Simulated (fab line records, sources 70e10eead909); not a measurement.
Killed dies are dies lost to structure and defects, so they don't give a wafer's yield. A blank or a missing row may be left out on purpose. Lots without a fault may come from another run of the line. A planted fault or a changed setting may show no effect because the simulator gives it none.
Chamber matching | flow nand_harc | NHARC_P_M1_STRIP_18 on rie_diel-05: 4 sister chambers
The step strips in N2/H2. 22 wafers are shown with their chamber, then 11 later ones without.

WAFERS WITH THEIR CHAMBER
wafer  | chamber | drypump_motor_current_A (A) | oes_product_au (a.u.) | rf_vpp_V (V)
L074.4 | 0       | 5.0                         | 1.014                 | 89.4
L074.5 | 1       | 5.9                         | 0.994                 | 90.4
L074.6 | 3       | 6.0                         | 0.996                 | 91.7
L075.1 | 1       | 5.9                         | 0.990                 | 90.9
L075.2 | 2       | 5.3                         | 1.003                 | 90.5
L075.6 | 1       | 6.0                         | 0.992                 | 91.9
L077.1 | 2       | 5.3                         | 0.993                 | 90.4
L077.4 | 0       | 5.0                         | 1.011                 | 89.7
L077.6 | 3       | 6.0                         | 0.983                 | 91.1
L079.2 | 3       | 6.1                         | 0.997                 | 90.9
L079.4 | 1       | 5.9                         | 0.996                 | 91.1
L079.6 | 0       | 5.0                         | 1.010                 | 89.6
L083.2 | 0       | 5.0                         | 1.020                 | 90.7
L083.3 | 2       | 5.3                         | 1.014                 | 90.0
L083.4 | 1       | 6.0                         | 1.007                 | 89.6
L087.1 | 1       | 5.9                         | 1.005                 | 89.2
L087.3 | 0       | 5.0                         | 1.004                 | 90.5
L087.5 | 2       | 5.3                         | 1.008                 | 89.4
L089.2 | 3       | 6.0                         | 0.996                 | 90.7
L089.3 | 1       | 5.9                         | 1.002                 | 89.6
L089.6 | 1       | 5.9                         | 1.000                 | 90.0
L090.1 | 3       | 6.1                         | 0.997                 | 91.2

SIGNATURES (means of the wafers above)
reading                 | chamber 0 | chamber 1 | chamber 2 | chamber 3 | scatter within a chamber
drypump_motor_current_A | 5.000     | 5.925     | 5.300     | 6.040     | 0.0387
oes_product_au          | 1.01180   | 0.99825   | 1.00450   | 0.99380   | 0.00663
rf_vpp_V                | 89.980    | 90.338    | 90.075    | 91.120    | 0.687
Rule: a wafer's distance from a chamber is the root of the sum, over the readings, of the square of ((its reading less the chamber's mean) divided by the reading's scatter). The wafer belongs to the nearest chamber; if the next one is less than 2 further off, it can't be placed. The scatter: the root of (the sum of the squares of (reading less its chamber's mean) over the shown wafers, divided by (wafers less chambers)).

WAFERS WITHOUT THEIR CHAMBER
wafer  | drypump_motor_current_A (A) | oes_product_au (a.u.) | rf_vpp_V (V)
L090.4 | 5.3                         | 0.998                 | 90.0
L090.5 | 6.1                         | 1.002                 | 90.6
L091.2 | 6.1                         | 1.013                 | 90.7
L091.3 | 5.0                         | 1.014                 | 89.2
L091.4 | 5.3                         | 1.013                 | 89.7
L093.2 | 5.3                         | 1.010                 | 90.1
L093.3 | 5.9                         | 1.007                 | 91.6
L093.6 | 5.3                         | 1.006                 | 88.9
L096.1 | 6.1                         | 0.996                 | 91.1
L096.3 | 5.3                         | 1.014                 | 90.2
L096.6 | 5.9                         | 1.009                 | 90.1

WHICH CHAMBER EACH WENT THROUGH
wafer  | from the rows above     | in truth
L090.4 | 2                       | 2
L090.5 | 3                       | 3
L091.2 | can't be placed: 3 or 1 | 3
L091.3 | 0                       | 0
L091.4 | 2                       | 2
L093.2 | 2                       | 2
L093.3 | can't be placed: 1 or 3 | 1
L093.6 | 2                       | 2
L096.1 | 3                       | 3
L096.3 | 2                       | 2
L096.6 | 1                       | 1
Placed correctly: 9 of 11. Can't be placed from these rows: 2 (the true chamber is among the candidates in 2). Placed wrongly: 0.
